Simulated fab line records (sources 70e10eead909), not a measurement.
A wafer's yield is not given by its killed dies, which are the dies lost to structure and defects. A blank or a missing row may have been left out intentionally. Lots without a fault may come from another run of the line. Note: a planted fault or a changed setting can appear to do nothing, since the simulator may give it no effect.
Matching of chambers / flow nand harc / 4 sister chambers for NHARC_A_STAIRCASE_STRIP_476 on rie diel-13
The step strips in O2, time 20 s. 24 wafers are shown with their chamber, then 12 later ones without.

== WAFERS WITH THEIR CHAMBER ==
wafer=L074.1; chamber=0; drypump motor current A (A)=5.3; showerhead plenum p Torr (Torr)=3.60; oes product au (a.u.)=0.996
wafer=L074.5; chamber=1; drypump motor current A (A)=5.9; showerhead plenum p Torr (Torr)=3.74; oes product au (a.u.)=0.998
wafer=L074.6; chamber=2; drypump motor current A (A)=5.6; showerhead plenum p Torr (Torr)=3.56; oes product au (a.u.)=1.001
wafer=L077.3; chamber=3; drypump motor current A (A)=5.9; showerhead plenum p Torr (Torr)=3.56; oes product au (a.u.)=1.016
wafer=L077.4; chamber=1; drypump motor current A (A)=5.9; showerhead plenum p Torr (Torr)=3.74; oes product au (a.u.)=0.989
wafer=L077.5; chamber=3; drypump motor current A (A)=5.9; showerhead plenum p Torr (Torr)=3.56; oes product au (a.u.)=1.010
wafer=L080.2; chamber=1; drypump motor current A (A)=5.9; showerhead plenum p Torr (Torr)=3.73; oes product au (a.u.)=0.999
wafer=L080.3; chamber=0; drypump motor current A (A)=5.3; showerhead plenum p Torr (Torr)=3.59; oes product au (a.u.)=0.996
wafer=L080.5; chamber=1; drypump motor current A (A)=5.9; showerhead plenum p Torr (Torr)=3.73; oes product au (a.u.)=1.000
wafer=L084.3; chamber=1; drypump motor current A (A)=5.9; showerhead plenum p Torr (Torr)=3.72; oes product au (a.u.)=1.005
wafer=L084.5; chamber=2; drypump motor current A (A)=5.5; showerhead plenum p Torr (Torr)=3.54; oes product au (a.u.)=1.012
wafer=L084.6; chamber=1; drypump motor current A (A)=5.9; showerhead plenum p Torr (Torr)=3.72; oes product au (a.u.)=1.003
wafer=L086.2; chamber=1; drypump motor current A (A)=5.9; showerhead plenum p Torr (Torr)=3.72; oes product au (a.u.)=0.994
wafer=L086.5; chamber=0; drypump motor current A (A)=5.3; showerhead plenum p Torr (Torr)=3.58; oes product au (a.u.)=0.994
wafer=L086.6; chamber=1; drypump motor current A (A)=5.9; showerhead plenum p Torr (Torr)=3.72; oes product au (a.u.)=0.989
wafer=L085.3; chamber=0; drypump motor current A (A)=5.3; showerhead plenum p Torr (Torr)=3.58; oes product au (a.u.)=0.998
wafer=L085.4; chamber=2; drypump motor current A (A)=5.6; showerhead plenum p Torr (Torr)=3.54; oes product au (a.u.)=1.005
wafer=L085.5; chamber=2; drypump motor current A (A)=5.6; showerhead plenum p Torr (Torr)=3.53; oes product au (a.u.)=1.006
wafer=L088.1; chamber=3; drypump motor current A (A)=5.9; showerhead plenum p Torr (Torr)=3.54; oes product au (a.u.)=1.016
wafer=L088.3; chamber=1; drypump motor current A (A)=5.9; showerhead plenum p Torr (Torr)=3.71; oes product au (a.u.)=0.998
wafer=L088.6; chamber=3; drypump motor current A (A)=5.9; showerhead plenum p Torr (Torr)=3.54; oes product au (a.u.)=1.021
wafer=L089.1; chamber=1; drypump motor current A (A)=5.9; showerhead plenum p Torr (Torr)=3.71; oes product au (a.u.)=1.002
wafer=L089.4; chamber=3; drypump motor current A (A)=5.9; showerhead plenum p Torr (Torr)=3.54; oes product au (a.u.)=1.022
wafer=L089.5; chamber=3; drypump motor current A (A)=5.9; showerhead plenum p Torr (Torr)=3.54; oes product au (a.u.)=1.028

SIGNATURES (averages over the wafers above)
reading=drypump motor current A; chamber 0=5.300; chamber 1=5.900; chamber 2=5.575; chamber 3=5.900; scatter within a chamber=0.0194
reading=showerhead plenum p Torr; chamber 0=3.5875; chamber 1=3.7240; chamber 2=3.5425; chamber 3=3.5467; scatter within a chamber=0.0108
reading=oes product au; chamber 0=0.99600; chamber 1=0.99770; chamber 2=1.00600; chamber 3=1.01883; scatter within a chamber=0.00517
Rule: for each reading, subtract the chamber's mean from the wafer's reading, divide by that reading's scatter and square the result; add these up over the readings and take the root, which gives the wafer's distance from the chamber. If the next closest chamber is less than 2 further off than the closest, the wafer can't be placed; otherwise it belongs to the closest. The scatter is the square root of a quotient: the sum, over the shown wafers, of each reading's squared deviation from its chamber's mean, divided by wafers minus chambers.

== WAFERS WHOSE CHAMBER IS MISSING ==
wafer=L090.2; drypump motor current A (A)=5.9; showerhead plenum p Torr (Torr)=3.54; oes product au (a.u.)=1.018
wafer=L090.3; drypump motor current A (A)=5.9; showerhead plenum p Torr (Torr)=3.71; oes product au (a.u.)=0.985
wafer=L090.6; drypump motor current A (A)=5.9; showerhead plenum p Torr (Torr)=3.71; oes product au (a.u.)=0.988
wafer=L093.1; drypump motor current A (A)=5.5; showerhead plenum p Torr (Torr)=3.53; oes product au (a.u.)=1.004
wafer=L093.5; drypump motor current A (A)=5.6; showerhead plenum p Torr (Torr)=3.53; oes product au (a.u.)=1.006
wafer=L093.6; drypump motor current A (A)=5.9; showerhead plenum p Torr (Torr)=3.71; oes product au (a.u.)=0.994
wafer=L095.2; drypump motor current A (A)=5.9; showerhead plenum p Torr (Torr)=3.70; oes product au (a.u.)=1.003
wafer=L095.4; drypump motor current A (A)=5.9; showerhead plenum p Torr (Torr)=3.53; oes product au (a.u.)=1.005
wafer=L095.5; drypump motor current A (A)=5.3; showerhead plenum p Torr (Torr)=3.56; oes product au (a.u.)=0.994
wafer=L097.2; drypump motor current A (A)=5.3; showerhead plenum p Torr (Torr)=3.56; oes product au (a.u.)=0.996
wafer=L097.3; drypump motor current A (A)=6.0; showerhead plenum p Torr (Torr)=3.53; oes product au (a.u.)=1.020
wafer=L097.6; drypump motor current A (A)=5.9; showerhead plenum p Torr (Torr)=3.70; oes product au (a.u.)=1.013

== THE CHAMBER EACH PASSED THROUGH ==
wafer=L090.2; from the rows above=3; in truth=3
wafer=L090.3; from the rows above=1; in truth=1
wafer=L090.6; from the rows above=1; in truth=1
wafer=L093.1; from the rows above=2; in truth=2
wafer=L093.5; from the rows above=2; in truth=2
wafer=L093.6; from the rows above=1; in truth=1
wafer=L095.2; from the rows above=1; in truth=1
wafer=L095.4; from the rows above=3; in truth=3
wafer=L095.5; from the rows above=0; in truth=0
wafer=L097.2; from the rows above=0; in truth=0
wafer=L097.3; from the rows above=3; in truth=3
wafer=L097.6; from the rows above=1; in truth=1
12 of 12 placed correctly. Number that these rows cannot place: 0. Number placed wrongly: 0.
